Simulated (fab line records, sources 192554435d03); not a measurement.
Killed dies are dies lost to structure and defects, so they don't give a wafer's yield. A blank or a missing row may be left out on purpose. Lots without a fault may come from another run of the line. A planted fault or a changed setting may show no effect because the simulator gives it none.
Chamber matching | flow n5_finfet | N5_BEOL_M1_ETCHBACK_99 on rie_diel-01: 4 sister chambers
The step etches SiO2 in CHF3, target depth 5 nm, time 10.4 s. 4 wafers are shown with their chamber, then 7 later ones without.

WAFERS WITH THEIR CHAMBER
wafer  | chamber | showerhead_plenum_p_Torr (Torr)
L076.4 | 0       | 2.21
L081.6 | 3       | 2.07
L085.2 | 2       | 2.20
L085.3 | 1       | 2.15

WAFERS WITHOUT THEIR CHAMBER
wafer  | showerhead_plenum_p_Torr (Torr)
L085.6 | 2.15
L087.2 | 2.20
L087.4 | 2.20
L087.6 | 2.20
L095.2 | 2.19
L095.5 | 2.06
L095.6 | 2.19

WHICH CHAMBER EACH WENT THROUGH
wafer  | from the rows above     | in truth
L085.6 | 1                       | 1
L087.2 | can't be placed: 2 or 0 | 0
L087.4 | can't be placed: 2 or 0 | 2
L087.6 | can't be placed: 2 or 0 | 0
L095.2 | can't be placed: 2 or 0 | 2
L095.5 | 3                       | 3
L095.6 | can't be placed: 2 or 0 | 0
Placed correctly: 2 of 7. Can't be placed from these rows: 5 (the true chamber is among the candidates in 5). Placed wrongly: 0.
How it was worked out, from the rows above alone: a wafer's distance from a chamber is the root of the sum, over the readings, of the square of ((its reading less the chamber's mean) divided by the reading's scatter). The wafer belongs to the nearest chamber; if the next one is less than 2 further off, it can't be placed. A chamber's mean is the mean of its shown wafers. The scatter: with one shown wafer a chamber, the root of the mean of the squares of how far each hidden wafer lies from its nearest shown one.
